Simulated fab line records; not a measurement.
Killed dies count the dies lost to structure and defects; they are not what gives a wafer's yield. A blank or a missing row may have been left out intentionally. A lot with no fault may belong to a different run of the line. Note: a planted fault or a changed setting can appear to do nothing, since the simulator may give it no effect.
What tool caused it?	flow nand-harc	14 lots, 42 wafers sampled, at 5 steps of a route of 1302

== WHAT THE GAUGES SHOWED, per wafer ==
NHARC_THIN_TSV_CD_MEAS_16. Usual: cd-nm at 999.7 nm, with a standard deviation of 2.5.
lot	measured	on	cd-nm (nm)	flag
L377	day 24 00:00	cd-sem-03	1001.1 998.7 1000.2	
L375	day 24 09:01	cd-sem-03	995.7 995.9 997.9	
L379	day 26 10:13	cd-sem-01	1000.2 996.9 996.5	
L380	day 26 08:51	cd-sem-01	1001.9 997.0 1001.8	
L378	day 26 18:21	cd-sem-01	993.9 996.4 999.1	
L391	day 30 05:39	cd-sem-02	998.2 996.9 999.1	
L393	day 30 20:28	cd-sem-03	1001.5 996.8 1003.3	
L392	day 31 08:59	cd-sem-02	999.7 999.3 1001.5	
L395	day 31 13:55	cd-sem-03	1000.5 1001.4 1000.4	
L396	day 33 05:15	cd-sem-01	998.9 999.2 996.7	
L397	day 33 04:10	cd-sem-01	998.5 999.5 1001.4	
L398	day 33 12:24	cd-sem-01	999.5 1003.6 1001.7	

NHARC_END_SORT_01. Usual: killed-at-array 54, standard deviation 21; killed-at-other 0.9, standard deviation 1.1; killed-at-periphery 3.5, standard deviation 2.5; killed-dies 58, standard deviation 21; killed-open 3.3, standard deviation 1.9; killed-short 2.6, standard deviation 1.8.
lot	measured	on	killed-at-array	killed-at-other	killed-at-periphery	killed-dies	killed-open	killed-short	flag
L377	day 25 01:41	prober-01	61 41 43	0 0 1	0 2 4	61 43 48	3 2 3	1 3 3	
L375	day 25 01:17	prober-02	14 21 25	2 1 1	3 10 8	19 32 34	3 1 2	0 2 2	
L379	day 26 22:45	prober-02	85 85 87	2 4 2	2 1 0	89 90 89	1 1 3	1 4 4	
L380	day 27 00:20	prober-01	36 44 44	2 0 1	2 2 0	40 46 45	2 3 1	2 0 1	
L378	day 27 09:43	prober-01	21 23 31	1 0 0	3 3 2	25 26 33	1 2 3	1 6 0	
L389	day 30 09:28	prober-02	673 673 674	2 1 0	2 3 3	677 677 677	3 3 5	6 3 9	OFF
L391	day 31 01:50	prober-01	62 64 53	2 2 2	2 1 2	66 67 57	5 4 6	4 3 0	
L387	day 30 20:46	prober-02	673 672 671	0 0 0	4 5 6	677 677 677	4 2 5	6 3 3	OFF
L393	day 31 12:10	prober-02	55 65 60	0 2 0	2 2 4	57 69 64	4 6 6	0 2 4	
L392	day 31 23:44	prober-01	86 81 70	0 2 2	4 6 7	90 89 79	3 3 6	3 1 4	
L395	day 32 05:32	prober-02	87 77 94	1 1 1	4 3 2	92 81 97	4 5 3	6 2 4	
L396	day 33 19:38	prober-01	65 74 41	1 0 1	1 2 5	67 76 47	1 5 2	3 3 4	
L397	day 33 18:04	prober-02	26 22 26	6 1 1	2 4 2	34 27 29	7 5 6	2 4 4	
L398	day 34 04:04	prober-02	35 51 41	2 1 0	1 5 1	38 57 42	5 6 2	5 4 4	

== WHAT TOOL EACH LOT RAN ON (gives the tool, then ch and the chambers of the sampled wafers, and finally the start) ==
lot	NHARC_A_SLIT_DEP_00	NHARC_THIN_TSV_PVD_19	NHARC_THIN_TSV_STRIP_56
L377	acl-dep-01 ch 0, day 19 21:17	pvd-sputter-01, day 24 06:10 or earlier	plasma-asher-01 ch 0,1, day 24 06:10
L375	acl-dep-01 ch 0, day 19 23:47	pvd-sputter-01, day 24 14:41 or earlier	plasma-asher-02 ch 0,1, day 24 14:41
L379	acl-dep-01 ch 0, day 21 23:43	pvd-sputter-01, day 26 16:05 or earlier	plasma-asher-02 ch 0,1, day 26 16:05
L380	acl-dep-03 ch 0, day 22 02:39	pvd-sputter-02, day 26 14:28 or earlier	plasma-asher-01 ch 0,1, day 26 14:28
L378	acl-dep-01 ch 0, day 22 07:52	pvd-sputter-02, day 27 00:02 or earlier	plasma-asher-01 ch 0,1, day 27 00:02
L389	acl-dep-01 ch 0, day 25 12:13	-	-
L391	acl-dep-03 ch 0, day 25 15:50	pvd-sputter-03, day 30 11:17 or earlier	plasma-asher-02 ch 0,1, day 30 11:17
L387	acl-dep-01 ch 0, day 25 16:39	-	-
L393	acl-dep-03 ch 0, day 26 15:34	pvd-sputter-03, day 31 01:57 or earlier	plasma-asher-01 ch 0,1, day 31 01:57
L392	acl-dep-02 ch 0, day 26 22:55	pvd-sputter-02, day 31 14:37 or earlier	plasma-asher-01 ch 0,1, day 31 14:37
L395	acl-dep-02 ch 0, day 27 10:29	pvd-sputter-03, day 31 19:35 or earlier	plasma-asher-02 ch 0,1, day 31 19:35
L396	acl-dep-01 ch 0, day 28 18:41	pvd-sputter-03, day 33 11:04 or earlier	plasma-asher-01 ch 0,1, day 33 11:04
L397	acl-dep-02 ch 0, day 28 19:52	pvd-sputter-03, day 33 09:43 or earlier	plasma-asher-01 ch 0,1, day 33 09:43
L398	acl-dep-03 ch 0, day 29 11:16	pvd-sputter-03, day 33 18:04 or earlier	plasma-asher-01 ch 0,1, day 33 18:04
- NHARC_A_SLIT_DEP_00: deposits aC, target thk 6200 nm.
- NHARC_THIN_TSV_PVD_19: deposits TaN, target thk 20 nm.
- NHARC_THIN_TSV_STRIP_56: strips in O2.

== WHAT THE TOOLS THEMSELVES READ (means of the sampled wafers that have a number; where no wafer has one, the mark that the record gives instead) ==
NHARC_A_SLIT_DEP_00. Usual: throttle-valve-pct at 34.999 %, with a standard deviation of 0.0099.
lot	tool	throttle-valve-pct (%)	flag
L377	acl-dep-01	34.995	
L375	acl-dep-01	35.009	
L379	acl-dep-01	35.007	
L380	acl-dep-03	34.997	
L378	acl-dep-01	35.006	
L389	acl-dep-01	34.992	
L391	acl-dep-03	35.005	
L387	acl-dep-01	34.992	
L393	acl-dep-03	34.995	
L392	acl-dep-02	35.010	
L395	acl-dep-02	34.992	
L396	acl-dep-01	34.998	
L397	acl-dep-02	34.989	
L398	acl-dep-03	34.988	

NHARC_THIN_TSV_PVD_19. Usual: throttle-valve-pct at 29.8 %, with a standard deviation of 0.82.
lot	tool	throttle-valve-pct (%)	flag
L377	pvd-sputter-01	30.8	
L375	pvd-sputter-01	29.5	
L379	pvd-sputter-01	30.7	
L380	pvd-sputter-02	29.3	
L378	pvd-sputter-02	29.6	
L391	pvd-sputter-03	29.8	
L393	pvd-sputter-03	30.1	
L392	pvd-sputter-02	29.8	
L395	pvd-sputter-03	30.1	
L396	pvd-sputter-03	30.3	
L397	pvd-sputter-03	30.3	
L398	pvd-sputter-03	30.0	

NHARC_THIN_TSV_STRIP_56. Usual: drypump-motor-current-A 5.61 A, standard deviation 0.18; heater-power-w 324 W, standard deviation 35; temp-c 250.02 C, standard deviation 0.21.
lot	tool	drypump-motor-current-A (A)	heater-power-w (W)	temp-c (C)	flag
L377	plasma-asher-01	5.74	305	249.86	
L375	plasma-asher-02	5.33	382	250.10	
L379	plasma-asher-02	5.34	373	249.52	
L380	plasma-asher-01	5.71	308	250.01	
L378	plasma-asher-01	5.70	309	250.06	
L391	plasma-asher-02	5.33	381	249.87	
L393	plasma-asher-01	5.72	301	250.09	
L392	plasma-asher-01	5.72	296	250.09	
L395	plasma-asher-02	5.31	374	250.22	
L396	plasma-asher-01	5.70	312	249.95	
L397	plasma-asher-01	5.74	295	250.06	
L398	plasma-asher-01	5.75	293	250.25	

== THE ANSWER, worked out from the rows above alone ==
Rule: a lot is off if the mean of its wafers that have a number lies more than 3 standard deviations from the usual mean. Also off: a lot with no number at a reading for which 4 or more lots have one. All remaining lots with rows at the step are treated as sound. Order of review: gauges by route order, followed by the tools' own readings, for which a lot's mean as printed above is used. At the first step where some lot is off, the reading lying furthest off is the one used; lots without a number count as furthest.
Off, at NHARC_END_SORT_01 on killed-at-array: L389, L387.
A tool fits if, at a process step before that reading, it ran every lot that is off, and no sound lot after the first of them. The gauges at NHARC_END_SORT_01 are tried like those tools. NHARC_THIN_TSV_PVD_19: start missing for some lots; hours and lot order therefore follow NHARC_THIN_TSV_STRIP_56. Of those tried, none fits.

== WHAT WAS PUT IN BY THE SIMULATOR ==
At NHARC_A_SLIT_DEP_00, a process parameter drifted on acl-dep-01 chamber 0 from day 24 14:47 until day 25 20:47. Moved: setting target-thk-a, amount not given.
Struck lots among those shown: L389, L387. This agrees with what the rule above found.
